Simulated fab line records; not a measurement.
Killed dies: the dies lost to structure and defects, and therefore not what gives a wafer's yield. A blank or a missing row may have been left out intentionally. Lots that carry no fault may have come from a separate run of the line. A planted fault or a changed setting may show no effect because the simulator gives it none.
Chamber matching :: flow n5_finfet :: N5_MOL_CONTACT_COAG_CO_FILL_22 on cvd_co-01: 3 sister chambers
The step material Co, precursor CCTBA/H2, target thk 20 nm. 6 wafers are shown with their chamber, then 12 later ones without.

WAFERS, EACH WITH ITS CHAMBER
wafer: L083.2
chamber: 0
heater_power_w (W): 214

wafer: L085.1
chamber: 1
heater_power_w (W): 218

wafer: L085.4
chamber: 2
heater_power_w (W): 218

wafer: L090.1
chamber: 0
heater_power_w (W): 219

wafer: L090.2
chamber: 1
heater_power_w (W): 222

wafer: L090.3
chamber: 2
heater_power_w (W): 224

WAFERS WITH NO CHAMBER GIVEN
wafer: L091.1
heater_power_w (W): 216

wafer: L091.3
heater_power_w (W): 214

wafer: L091.6
heater_power_w (W): 215

wafer: L093.3
heater_power_w (W): 227

wafer: L093.4
heater_power_w (W): 222

wafer: L093.5
heater_power_w (W): 218

wafer: L095.1
heater_power_w (W): 223

wafer: L095.2
heater_power_w (W): 214

wafer: L095.5
heater_power_w (W): 221

wafer: L097.1
heater_power_w (W): 219

wafer: L097.3
heater_power_w (W): 214

wafer: L097.5
heater_power_w (W): 214

WHICH CHAMBER EACH WENT THROUGH
wafer: L091.1
from the rows above: can't be placed: 0 or 1 or 2
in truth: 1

wafer: L091.3
from the rows above: can't be placed: 0 or 1 or 2
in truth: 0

wafer: L091.6
from the rows above: can't be placed: 0 or 1 or 2
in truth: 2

wafer: L093.3
from the rows above: can't be placed: 2 or 1 or 0
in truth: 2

wafer: L093.4
from the rows above: can't be placed: 2 or 1 or 0
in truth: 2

wafer: L093.5
from the rows above: can't be placed: 0 or 1 or 2
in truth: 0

wafer: L095.1
from the rows above: can't be placed: 2 or 1 or 0
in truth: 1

wafer: L095.2
from the rows above: can't be placed: 0 or 1 or 2
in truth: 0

wafer: L095.5
from the rows above: can't be placed: 2 or 1 or 0
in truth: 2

wafer: L097.1
from the rows above: can't be placed: 1 or 2 or 0
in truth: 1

wafer: L097.3
from the rows above: can't be placed: 0 or 1 or 2
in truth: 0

wafer: L097.5
from the rows above: can't be placed: 0 or 1 or 2
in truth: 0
0 of 12 placed correctly. Not placeable from these rows: 12 (in 12, the candidates include the true chamber). Placed wrongly: 0.
How it was worked out, from the rows above alone: a wafer's distance from a chamber is the root of the sum, over the readings, of the square of ((its reading less the chamber's mean) divided by the reading's scatter). If the next closest chamber is less than 2 further off than the closest, the wafer can't be placed; otherwise it belongs to the closest. A chamber's mean is the mean of its shown wafers. The scatter is the square root of a quotient: the sum, over the shown wafers, of each reading's squared deviation from its chamber's mean, divided by wafers minus chambers.
